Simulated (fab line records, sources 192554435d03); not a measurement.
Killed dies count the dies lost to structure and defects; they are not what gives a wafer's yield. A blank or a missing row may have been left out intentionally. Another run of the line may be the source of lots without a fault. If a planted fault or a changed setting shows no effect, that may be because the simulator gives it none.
Which tool did it?    flow n5_finfet    route of 1938 steps, sampled at 1 step: 24 lots, 72 wafers

WHAT EACH GAUGE READ, for each wafer
N5_BEOL_M3_INSPECT_30: inspects for defects (brightfield).
lot   measured      on                 raw_defect_count
L075  day 7 01:16   defect_inspect-01  352 388 400
L074  day 7 07:10   defect_inspect-01  389 566 413
L076  day 7 13:35   defect_inspect-01  404 366 390
L077  day 7 20:19   defect_inspect-02  396 347 258
L079  day 8 06:55   defect_inspect-02  453 593 726
L078  day 8 07:40   defect_inspect-01  481 415 426
L080  day 8 14:56   defect_inspect-02  404 416 444
L081  day 8 20:38   defect_inspect-02  392 432 581
L082  day 9 02:40   defect_inspect-02  383 342 485
L083  day 9 06:28   defect_inspect-01  311 304 258
L084  day 9 18:19   defect_inspect-01  386 493 579
L087  day 10 11:49  defect_inspect-02  272 372 413
L085  day 10 16:20  defect_inspect-02  454 443 476
L086  day 10 16:44  defect_inspect-02  444 562 535
L088  day 11 06:47  defect_inspect-01  353 491 449
L089  day 11 07:55  defect_inspect-01  385 417 370
L091  day 11 09:51  defect_inspect-01  768 445 401
L090  day 11 09:55  defect_inspect-01  521 665 672
L092  day 11 13:41  defect_inspect-01  449 292 246
L093  day 11 18:06  defect_inspect-01  486 503 565
L094  day 11 22:46  defect_inspect-02  498 529 446
L095  day 12 09:25  defect_inspect-02  346 313 314
L096  day 12 12:40  defect_inspect-02  532 523 701
L097  day 13 10:08  defect_inspect-01  454 358 437

EACH LOT AND THE TOOL THAT RAN IT (in order: tool; ch and the chambers of the sampled wafers; start)
Record: no process step prior to these readings.

WHAT THE TOOLS THEMSELVES READ (means of the sampled wafers that have a number; where no wafer has one, the mark that the record gives instead)
The record holds no such reading with a usual standard deviation.

THE ANSWER, worked out from the rows above alone
Rule: the lots themselves supply what counts as usual. The widest of any qualifying gaps counts: lots, ordered by their means at a reading, are off when they make up no more than a third of the lots, leave a main group of 4 or more, and stand apart from it by 3 or more times the standard deviation of that group's means. A main group whose means are all the same, to the digits that the tables above print for the reading, isn't used. Also off: a lot with no number at a reading for which 4 or more lots have one. Where the step has rows for the other lots, those lots are counted as sound. The gauges are gone through in route order, then the tools' own readings, and for those a lot's mean is taken as printed above. At the first step where some lot is off, the reading lying furthest off is the one used; lots without a number count as furthest.
No lot is off at any reading shown: from this, nothing can be told.

WHAT WAS PUT IN BY THE SIMULATOR
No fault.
